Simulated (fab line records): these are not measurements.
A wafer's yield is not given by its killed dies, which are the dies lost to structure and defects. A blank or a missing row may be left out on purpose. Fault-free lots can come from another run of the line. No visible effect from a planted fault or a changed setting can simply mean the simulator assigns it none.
Chamber matching    flow n5-finfet    N5_BEOL_M2_ILD_DEP_00 on pecvd-04 has 3 sister chambers
The step deposits SiOC from DEMS/O2, target thk 79 nm, time 15.3 s. 6 wafers are shown with their chamber, then 9 later ones without.

WAFERS PAIRED WITH THEIR CHAMBERS
wafer   chamber  heater-power-outer-w (W)  showerhead-plenum-p-Torr (Torr)
L080.1  0        320                       5.689
L080.3  1        231                       5.688
L080.4  1        240                       5.683
L086.2  0        287                       5.684
L086.3  2        311                       5.677
L086.6  2        321                       5.672

WAFERS WHOSE CHAMBER IS MISSING
wafer   heater-power-outer-w (W)  showerhead-plenum-p-Torr (Torr)
L088.1  245                       5.690
L088.4  360                       5.677
L088.5  257                       5.699
L090.2  270                       5.702
L090.3  351                       5.675
L090.5  244                       5.686
L093.3  261                       5.674
L093.5  268                       5.671
L093.6  320                       5.688

THE CHAMBER EACH PASSED THROUGH
wafer    from the rows above            in truth
L088.1   1                              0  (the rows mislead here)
L088.4   can't be placed: 2 or 0        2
L088.5   can't be placed: 1 or 0        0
L090.2   can't be placed: 0 or 1        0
L090.3   2                              2
L090.5   1                              1
L093.3   can't be placed: 1 or 2 or 0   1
L093.5   can't be placed: 2 or 1 or 0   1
L093.6   0                              0
3 of 9 placed correctly. Not placeable from these rows: 5 (in 5, the candidates include the true chamber). Number placed wrongly: 1.
How it was worked out, from the rows above alone: a wafer's distance from a chamber is the root of the sum, over the readings, of the square of ((its reading less the chamber's mean) divided by the reading's scatter). If the next closest chamber is less than 2 further off than the closest, the wafer can't be placed; otherwise it belongs to the closest. A chamber's mean is the mean of its shown wafers. The scatter: take each reading less its chamber's mean, square it, sum over the shown wafers, divide by the number of wafers less the number of chambers, and take the root.
